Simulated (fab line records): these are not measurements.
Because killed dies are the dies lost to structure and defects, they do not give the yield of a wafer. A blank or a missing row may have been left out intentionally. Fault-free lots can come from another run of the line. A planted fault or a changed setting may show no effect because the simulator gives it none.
Matching of chambers :: flow n5_finfet :: N5_FIN_SAQP_DESCUM_21 on rie_diel-06: 3 sister chambers
The step chemistry O2, time 7.9 s. 6 wafers are shown with their chamber, then 7 later ones without.

== WAFERS WITH THEIR CHAMBER ==
wafer: L083.5
chamber: 3
showerhead_plenum_p_Torr (Torr): 1.99
drypump_motor_current_A (A): 6.6

wafer: L086.6
chamber: 2
showerhead_plenum_p_Torr (Torr): 2.01
drypump_motor_current_A (A): 5.7

wafer: L087.1
chamber: 1
showerhead_plenum_p_Torr (Torr): 2.23
drypump_motor_current_A (A): 6.4

wafer: L087.2
chamber: 2
showerhead_plenum_p_Torr (Torr): 2.01
drypump_motor_current_A (A): 5.6

wafer: L087.3
chamber: 3
showerhead_plenum_p_Torr (Torr): 1.98
drypump_motor_current_A (A): 6.6

wafer: L090.2
chamber: 1
showerhead_plenum_p_Torr (Torr): 2.22
drypump_motor_current_A (A): 6.5

== WAFERS WITH NO CHAMBER GIVEN ==
wafer: L090.3
showerhead_plenum_p_Torr (Torr): 2.01
drypump_motor_current_A (A): 5.6

wafer: L090.6
showerhead_plenum_p_Torr (Torr): 1.98
drypump_motor_current_A (A): 6.6

wafer: L091.1
showerhead_plenum_p_Torr (Torr): 2.22
drypump_motor_current_A (A): 6.4

wafer: L091.2
showerhead_plenum_p_Torr (Torr): 1.98
drypump_motor_current_A (A): 6.6

wafer: L091.3
showerhead_plenum_p_Torr (Torr): 2.01
drypump_motor_current_A (A): 5.6

wafer: L093.1
showerhead_plenum_p_Torr (Torr): 2.22
drypump_motor_current_A (A): 6.4

wafer: L093.5
showerhead_plenum_p_Torr (Torr): 2.22
drypump_motor_current_A (A): 6.4

== THE CHAMBER EACH PASSED THROUGH ==
wafer: L090.3
from the rows above: 2
in truth: 2

wafer: L090.6
from the rows above: 3
in truth: 3

wafer: L091.1
from the rows above: 1
in truth: 1

wafer: L091.2
from the rows above: 3
in truth: 3

wafer: L091.3
from the rows above: 2
in truth: 2

wafer: L093.1
from the rows above: 1
in truth: 1

wafer: L093.5
from the rows above: 1
in truth: 1
Correct placement for 7 of the 7. Left unplaced by these rows: 0. Placed wrongly: 0.
How it was worked out, from the rows above alone: a wafer's distance from a chamber is the root of the sum, over the readings, of the square of ((its reading less the chamber's mean) divided by the reading's scatter). If the next closest chamber is less than 2 further off than the closest, the wafer can't be placed; otherwise it belongs to the closest. A chamber's mean is the mean of its shown wafers. The scatter: take each reading less its chamber's mean, square it, sum over the shown wafers, divide by the number of wafers less the number of chambers, and take the root.
